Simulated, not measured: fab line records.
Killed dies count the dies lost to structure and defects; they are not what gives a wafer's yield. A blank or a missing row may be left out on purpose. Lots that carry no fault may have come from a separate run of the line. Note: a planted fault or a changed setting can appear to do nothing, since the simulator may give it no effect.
8D (eight disciplines) problem report, filled in by code    flow n5 finfet    the parts of the form that need people (team, actions taken, sign-off) are left out

== 1. PROBLEM STATEMENT ==
spin speed rpm at N5_BEOL_M1_COAT_62 reads a mean of 1457.9 rpm on 6 wafers of 2 lots; wafers without a fault read 1500.0 rpm with a standard deviation of 1. Measured from the usual mean, that is -42 standard deviations.
The step: time 60 s, resist thk 12 nm.
The first sign was on wafer L354.1 at day 8 02:17, on litho track-04. Wafers with a number at this step in the record: 30, from 10 lots. Rule for "out", or "out of limits": more than 4 standard deviations from the usual mean. The rest of the wafers with a number are treated as sound.

== 2. WHAT IT IS, AND WHAT IT ISN'T ==
question                     is                      is not
which readings at this step  spin speed rpm          -
which lots                   L354, L355              L346, L347, L363, L364, L365, L366, L367, L368
which wafers of those lots   all that have a number  -
read on which tools          litho track-04          litho track-01, litho track-03
when                         from day 8 02:17        up to then (6 sound wafers); but 18 sound wafers of L363, L364, L365, L366, L367, L368 came after

== 3. WHAT RULES OUT EACH SUSPECT ==
Counting: a tool stays on the suspect list if, at a process step up to the reading, it processed all lots that are out and no sound lot following the first of them.
- pvd sputter-01 at N5_BEOL_M0_SPUTTER_132 (material Cu, target thk 4 nm, time 7.37 s): ruled out as a lasting fault. The sound lots L365, L366, L367 went through it after L354, its earliest lot that is out (day 7 23:33).
- pvd sputter-01 at N5_BEOL_M0_SPUTTER_141 (material Cu, target thk 4 nm, time 7.37 s): ruled out as a lasting fault. The sound lots L365, L366, L367 went through it after L354, its earliest lot that is out (day 7 23:47).
- pecvd-01 at N5_BEOL_M1_ILD_DEP_00 (deposits SiOC from DEMS/O2, target thk 79 nm, time 15.3 s): ruled out as a lasting fault. The sound lots L365 went through it after L354, its earliest lot that is out (day 8 01:11).
- litho track-04 at N5_BEOL_M1_COAT_62 (time 60 s, resist thk 12 nm): ruled out as a lasting fault. The sound lots L365, L366 went through it after L354, its earliest lot that is out (day 8 02:17).
Left after counting: nothing in the record.

== 4. THE CAUSE (what the simulator had put in) ==
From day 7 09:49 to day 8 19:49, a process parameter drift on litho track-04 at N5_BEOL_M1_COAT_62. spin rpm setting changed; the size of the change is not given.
Counting ruled it out, wrongly.

== 5. SEQUENCE OF EFFECTS, ordered by route ==
Each row: a reading whose mean over the struck wafers that have a number lies more than 3 standard deviations from the usual. Only readings whose record carries a usual standard deviation are examined. hours: median over the lots of the time between each lot's start at the first step of this table that gives one and its start at this step. sigmas: the change, counted in usual standard deviations.
hours  step                reading         usual       on struck wafers  change  sigmas
0      N5_BEOL_M1_COAT_62  spin speed rpm  1500.0 rpm  1457.9            -42.1   -42
Here are the process steps it includes:
- N5_BEOL_M1_COAT_62: time 60 s, resist thk 12 nm.
Later measuring or inspecting steps at which every struck wafer that the step has a row for has a number for every such reading, and none has moved that far: N5_BEOL_M4_RC_MEAS_101.

== 6. HOW IT WOULD HAVE BEEN CAUGHT EARLIER ==
The fault began at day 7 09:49; the first out-of-limits reading in this record came at day 8 02:17, 16 hours later.
